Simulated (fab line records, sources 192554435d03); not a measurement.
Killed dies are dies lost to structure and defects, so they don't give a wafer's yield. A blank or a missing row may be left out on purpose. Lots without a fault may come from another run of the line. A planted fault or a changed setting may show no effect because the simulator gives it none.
One fault seen from 3 desks | flow n5_finfet | each desk has only its own numbers; what lay behind them comes last

THE METROLOGY DESK
What the gauges read, lot by lot, whatever tool the lot ran on: means of the sampled wafers that have a number. A lot is out of limits, marked OUT, if its mean lies more than 4 standard deviations from the usual mean; the brackets give that distance.
Columns: A = cd_nm at N5_BEOL_M15_CD_MEAS_28, usual 407.0 nm; B = M15_OVL at N5_BEOL_M15_OVL_MEAS_29, usual 0 nm
lot  | first seen here | A     | B
L116 | day 12 14:52    | 408.8 | 2
L121 | day 13 20:36    | 407.8 | -2
L122 | day 14 16:32    | 407.0 | 4
L123 | day 14 16:50    | 408.6 | -3
L130 | day 16 02:55    | 404.7 | -7
L131 | day 16 12:16    | 408.8 | -6
This desk's finding: nothing out of limits on any of the 6 lots.

THE TOOL OWNER'S DESK: rie_diel-01
The tool's own readings at N5_BEOL_M15_ETCH_61 (etches BARC in N2/H2, target depth 89 nm, overetch 26.7 nm, time 67.9 s): means of the sampled wafers that have a number, for each lot that ran on this tool. A lot is out of limits, marked OUT, if its mean lies more than 4 standard deviations from the usual mean; the brackets give that distance. Of its 8 readings 7 are shown: those that lie furthest out on some lot.
Columns: A = bias_w at N5_BEOL_M15_ETCH_61, usual 150.0 W; B = h2_flow_sccm at N5_BEOL_M15_ETCH_61, usual 200.0 sccm; C = oes_product_au at N5_BEOL_M15_ETCH_61, usual 0.69 a.u.; D = rf_fwd_power_W at N5_BEOL_M15_ETCH_61, usual 831 W; E = rf_vpp_V at N5_BEOL_M15_ETCH_61, usual 524.7 V; F = showerhead_plenum_p_Torr at N5_BEOL_M15_ETCH_61, usual 2.56 Torr; G = throttle_valve_pct at N5_BEOL_M15_ETCH_61, usual 17.66 %
lot  | first seen here | A     | B     | C    | D   | E     | F    | G
L116 | day 12 15:25    | 149.8 | 199.9 | 0.78 | 829 | 522.8 | 2.49 | 17.47
L130 | day 16 03:02    | 150.0 | 199.9 | 0.70 | 832 | 523.3 | 2.53 | 17.81
L131 | day 16 12:23    | 150.2 | 199.7 | 0.71 | 829 | 524.2 | 2.54 | 17.72
This desk's finding: nothing out of limits on any of the 3 lots.

THE DEFECT DESK
What the inspections along the route counted, lot by lot: means of the sampled wafers that have a number. A lot is out of limits, marked OUT, if its mean lies more than 4 standard deviations from the usual mean; the brackets give that distance.
Columns: A = raw_defect_count at N5_BEOL_M15_INSPECT_30, usual 2.1
lot  | first seen here | A
L116 | day 12 14:55    | 1.3
L121 | day 13 20:39    | 2.7
L122 | day 14 16:35    | 2.3
L123 | day 14 16:53    | 1.0
L130 | day 16 02:58    | 1.7
L131 | day 16 12:19    | 3.3
This desk's finding: nothing out of limits on any of the 6 lots.

PUT TOGETHER
The metrology desk saw nothing out of limits.
The tool owner's desk saw nothing out of limits.
The defect desk saw nothing out of limits.

WHAT THE SIMULATOR HAD PUT IN
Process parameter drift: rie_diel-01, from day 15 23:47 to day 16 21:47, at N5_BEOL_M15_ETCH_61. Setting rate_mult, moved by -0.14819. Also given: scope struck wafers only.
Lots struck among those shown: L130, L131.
